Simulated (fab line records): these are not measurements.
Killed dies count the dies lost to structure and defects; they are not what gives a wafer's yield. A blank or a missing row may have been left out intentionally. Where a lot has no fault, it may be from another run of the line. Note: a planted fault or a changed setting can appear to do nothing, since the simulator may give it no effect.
Which tool was responsible? + flow n5 finfet + 9 lots with 26 wafers sampled at 5 steps, on a route of 1938 steps

== WHAT EACH GAUGE READ, for each wafer ==
N5_BEOL_M4_RC_MEAS_101. Usual: DIBL_N 36.5 mV/V, standard deviation 1.8; DIBL_P 36.5 mV/V, standard deviation 2.1; IOFF_N 0.17 nA/um, standard deviation 0.031; IOFF_P 0.22 nA/um, standard deviation 0.036; ION_N 677 uA/um, standard deviation 11; ION_P 463 uA/um, standard deviation 8; SS_N 71.6 mV/dec, standard deviation 0.61; SS_P 73.3 mV/dec, standard deviation 0.63; VT_N 249 mV, standard deviation 3.1; VT_P -250 mV, standard deviation 3.3.
| lot  | measured     | on        | DIBL_N (mV/V)  | DIBL_P (mV/V)  | IOFF_N (nA/um) | IOFF_P (nA/um) | ION_N (uA/um) | ION_P (uA/um) | SS_N (mV/dec)  | SS_P (mV/dec)  | VT_N (mV)   | VT_P (mV)      | flag |
|------|--------------|-----------|----------------|----------------|----------------|----------------|---------------|---------------|----------------|----------------|-------------|----------------|------|
| L941 | day 8 12:54  | prober-01 | 34.9 37.1 34.9 | 36.3 39.6 36.8 | 0.16 0.19 0.16 | 0.17 0.23 0.18 | 684 679 673   | 455 464 457   | 71.6 71.9 71.8 | 73.8 74.0 72.7 | 249 246 249 | -252 -251 -255 |      |
| L944 | day 9 10:14  | prober-01 | 38.5 34.7 36.1 | 38.5 34.7 35.5 | 0.21 0.14 0.15 | 0.26 0.20 0.20 | 694 681 679   | 476 468 469   | 72.0 71.0 71.7 | 73.7 72.8 73.1 | 242 250 250 | -245 -248 -249 |      |
| L945 | day 9 20:15  | prober-02 | 35.0 35.7 33.9 | 35.6 36.2 34.9 | 0.13 0.15 0.13 | 0.19 0.20 0.18 | 667 678 675   | 465 467 463   | 70.8 71.3 70.9 | 73.1 73.9 72.5 | 249 249 251 | -251 -253 -251 |      |
| L949 | day 10 20:40 | prober-01 | 36.4 38.2 37.4 | 35.0 36.7 35.6 | 0.18 0.20 0.20 | 0.20 0.22 0.21 | 679 675 672   | 454 452 452   | 71.9 72.8 71.6 | 72.7 73.5 73.1 | 246 248 246 | -252 -250 -252 |      |
| L951 | day 11 03:52 | prober-01 | 37.5 34.3      | 35.8 33.2      | 0.19 0.14      | 0.24 0.20      | 666 667       | 455 457       | 72.6 71.6      | 73.5 72.9      | 248 250     | -249 -249      |      |
| L952 | day 11 07:36 | prober-02 | 38.1 38.4 34.4 | 37.8 38.9 34.7 | 0.17 0.19 0.12 | 0.20 0.23 0.16 | 675 684 673   | 452 464 463   | 72.2 72.9 71.4 | 73.4 74.0 73.6 | 251 248 252 | -251 -251 -255 |      |
| L954 | day 12 01:16 | prober-01 | 38.7 36.4 37.7 | 39.2 36.5 38.0 | 0.20 0.16 0.18 | 0.24 0.19 0.21 | 682 672 693   | 463 459 463   | 71.7 71.3 71.4 | 74.4 73.7 73.2 | 247 250 250 | -250 -252 -254 |      |
| L955 | day 12 07:37 | prober-01 | 36.3 35.7 38.1 | 36.7 34.7 38.7 | 0.15 0.13 0.18 | 0.20 0.17 0.23 | 667 663 690   | 456 460 463   | 71.2 70.9 71.9 | 72.9 72.3 73.2 | 251 252 249 | -250 -252 -249 |      |
| L958 | day 12 10:23 | prober-02 | 37.5 36.0 36.7 | 38.0 36.8 37.7 | 0.20 0.18 0.19 | 0.29 0.27 0.30 | 688 694 692   | 475 482 478   | 72.0 71.0 71.7 | 73.8 73.5 73.9 | 246 246 248 | -242 -243 -241 |      |

== WHAT TOOL EACH LOT RAN ON (gives the tool, then ch and the chambers of the sampled wafers, and finally the start) ==
| lot  | N5_FIN_CUT_CUT_ETCH_26            | N5_FIN_CUT_CUT_ETCH_27            | N5_FIN_CUT_STRIP_22               | N5_STI_FIN_REVEAL_PRECLEAN_17      |
|------|-----------------------------------|-----------------------------------|-----------------------------------|------------------------------------|
| L941 | rie diel-01 ch 0,2,3, day 2 15:36 | rie diel-01 ch 0,2,3, day 2 15:38 | rie diel-06 ch 0,2,3, day 2 15:58 | remote plasma-02 ch 1, day 3 00:37 |
| L944 | rie diel-01 ch 0,1, day 3 09:46   | rie diel-01 ch 0,1, day 3 09:48   | rie diel-02 ch 2,3, day 3 10:04   | remote plasma-02 ch 0, day 3 19:34 |
| L945 | rie diel-02 ch 1,3, day 3 17:04   | rie diel-02 ch 1,3, day 3 17:07   | rie diel-02 ch 1,2, day 3 17:32   | remote plasma-02 ch 0, day 4 01:29 |
| L949 | rie diel-06 ch 0,2, day 4 15:25   | rie diel-06 ch 0,2, day 4 15:27   | rie diel-02 ch 0,1,2, day 4 15:43 | remote plasma-02 ch 1, day 4 23:46 |
| L951 | rie diel-06 ch 1,3, day 5 04:31   | rie diel-06 ch 1,3, day 5 04:34   | rie diel-02 ch 0,1, day 5 04:50   | remote plasma-02 ch 0, day 5 13:47 |
| L952 | rie diel-06 ch 2,3, day 5 09:32   | rie diel-06 ch 2,3, day 5 09:35   | rie diel-02 ch 1,2, day 5 09:56   | remote plasma-02 ch 1, day 5 19:47 |
| L954 | rie diel-06 ch 1,2,3, day 5 21:47 | rie diel-06 ch 1,2,3, day 5 21:50 | rie diel-06 ch 1,2,3, day 5 22:06 | remote plasma-02 ch 0, day 6 06:45 |
| L955 | rie diel-02 ch 1,2,3, day 6 07:26 | rie diel-02 ch 1,2,3, day 6 07:29 | rie diel-02 ch 0,1,3, day 6 07:45 | remote plasma-01 ch 0, day 6 15:45 |
| L958 | rie diel-01 ch 0,2,3, day 6 21:16 | rie diel-01 ch 0,2,3, day 6 21:19 | rie diel-01 ch 1,2, day 6 21:35   | remote plasma-01 ch 1, day 7 05:33 |
- N5_FIN_CUT_CUT_ETCH_26: etches SiNx in CH3F/O2, target depth 39 nm, time 55.7 s.
- N5_FIN_CUT_CUT_ETCH_27: etches SiO2 in CHF3/O2, target depth 4 nm, overetch 2 nm, time 4.9 s.
- N5_FIN_CUT_STRIP_22: strips in N2/H2.
- N5_STI_FIN_REVEAL_PRECLEAN_17: cleans in NF3:NH3, afs cycles 1, time 20 s, sublimation time 60 s.

== AS READ BY THE TOOLS THEMSELVES (means over the sampled wafers that have a number; for cases with no such wafer, the mark the record gives instead) ==
N5_FIN_CUT_CUT_ETCH_26. Usual: drypump motor current A 5.7 A, standard deviation 0.39; oes product au 0.77 a.u., standard deviation 0.082; rf vpp V 295 V, standard deviation 3.9; showerhead plenum p Torr 2.01 Torr, standard deviation 0.06; throttle valve pct 16.35 %, standard deviation 0.24.
| lot  | tool        | drypump motor current A (A) | oes product au (a.u.) | rf vpp V (V) | showerhead plenum p Torr (Torr) | throttle valve pct (%) | flag |
|------|-------------|-----------------------------|-----------------------|--------------|---------------------------------|------------------------|------|
| L941 | rie diel-01 | 5.6                         | 0.82                  | 295          | 2.05                            | 16.27                  |      |
| L944 | rie diel-01 | 5.7                         | 0.90                  | 300          | 2.02                            | 16.40                  |      |
| L945 | rie diel-02 | 6.0                         | 0.73                  | 290          | 1.96                            | 16.26                  |      |
| L949 | rie diel-06 | 5.4                         | 0.73                  | 296          | 2.05                            | 16.55                  |      |
| L951 | rie diel-06 | 5.5                         | 0.82                  | 300          | 2.01                            | 16.20                  |      |
| L952 | rie diel-06 | 5.4                         | 0.87                  | 297          | 2.06                            | 16.25                  |      |
| L954 | rie diel-06 | 5.4                         | 0.79                  | 299          | 2.04                            | 16.33                  |      |
| L955 | rie diel-02 | 5.8                         | 0.72                  | 291          | 1.99                            | 16.29                  |      |
| L958 | rie diel-01 | 5.6                         | 0.79                  | 296          | 2.04                            | 16.33                  |      |

N5_FIN_CUT_CUT_ETCH_27. Usual: drypump motor current A 5.7 A, standard deviation 0.39; oes product au 0.61 a.u., standard deviation 0.061; rf vpp V 520 V, standard deviation 7; showerhead plenum p Torr 2.42 Torr, standard deviation 0.07; throttle valve pct 18.82 %, standard deviation 0.25.
| lot  | tool        | drypump motor current A (A) | oes product au (a.u.) | rf vpp V (V) | showerhead plenum p Torr (Torr) | throttle valve pct (%) | flag |
|------|-------------|-----------------------------|-----------------------|--------------|---------------------------------|------------------------|------|
| L941 | rie diel-01 | 5.6                         | 0.66                  | 522          | 2.47                            | 18.73                  |      |
| L944 | rie diel-01 | 5.7                         | 0.70                  | 529          | 2.43                            | 18.91                  |      |
| L945 | rie diel-02 | 6.0                         | 0.58                  | 509          | 2.37                            | 18.71                  |      |
| L949 | rie diel-06 | 5.4                         | 0.58                  | 524          | 2.47                            | 19.02                  |      |
| L951 | rie diel-06 | 5.5                         | 0.64                  | 528          | 2.42                            | 18.66                  |      |
| L952 | rie diel-06 | 5.4                         | 0.68                  | 524          | 2.48                            | 18.73                  |      |
| L954 | rie diel-06 | 5.4                         | 0.61                  | 527          | 2.45                            | 18.82                  |      |
| L955 | rie diel-02 | 5.8                         | 0.57                  | 512          | 2.39                            | 18.72                  |      |
| L958 | rie diel-01 | 5.6                         | 0.63                  | 523          | 2.46                            | 18.80                  |      |

N5_FIN_CUT_STRIP_22. Usual: drypump motor current A 5.7 A, standard deviation 0.4; oes product au 0.76 a.u., standard deviation 0.076; rf vpp V 54.2 V, standard deviation 2; showerhead plenum p Torr 3.36 Torr, standard deviation 0.11; throttle valve pct 18.96 %, standard deviation 0.26.
| lot  | tool        | drypump motor current A (A) | oes product au (a.u.) | rf vpp V (V) | showerhead plenum p Torr (Torr) | throttle valve pct (%) | flag |
|------|-------------|-----------------------------|-----------------------|--------------|---------------------------------|------------------------|------|
| L941 | rie diel-06 | 5.6                         | 0.72                  | 54.7         | 3.41                            | 19.21                  |      |
| L944 | rie diel-02 | 6.0                         | 0.73                  | 54.1         | 3.45                            | 19.06                  |      |
| L945 | rie diel-02 | 5.6                         | 0.76                  | 54.3         | 3.42                            | 18.97                  |      |
| L949 | rie diel-02 | 5.7                         | 0.75                  | 51.5         | 3.31                            | 19.00                  |      |
| L951 | rie diel-02 | 5.6                         | 0.74                  | 57.2         | 3.21                            | 18.88                  |      |
| L952 | rie diel-02 | 5.4                         | 0.77                  | 53.8         | 3.33                            | 18.86                  |      |
| L954 | rie diel-06 | 5.4                         | 0.77                  | 53.0         | 3.41                            | 18.93                  |      |
| L955 | rie diel-02 | 5.9                         | 0.73                  | 56.3         | 3.24                            | 18.89                  |      |
| L958 | rie diel-01 | 6.2                         | 0.84                  | 53.7         | 3.31                            | 18.87                  |      |

== THE ANSWER, worked out from the rows above alone ==
Rule: a lot is off if the mean of its wafers that have a number lies more than 3 standard deviations from the usual mean. Also off: a lot with no number at a reading for which 4 or more lots have one. The other lots that the step has rows for count as sound. After the gauges, taken in route order, come the tools' own readings; for these a lot's mean is taken, as printed above. At the first step where some lot is off, the reading lying furthest off is the one used; lots without a number count as furthest.
Nothing can be told from this: no lot is off at any reading shown.

== WHAT WAS PUT IN BY THE SIMULATOR ==
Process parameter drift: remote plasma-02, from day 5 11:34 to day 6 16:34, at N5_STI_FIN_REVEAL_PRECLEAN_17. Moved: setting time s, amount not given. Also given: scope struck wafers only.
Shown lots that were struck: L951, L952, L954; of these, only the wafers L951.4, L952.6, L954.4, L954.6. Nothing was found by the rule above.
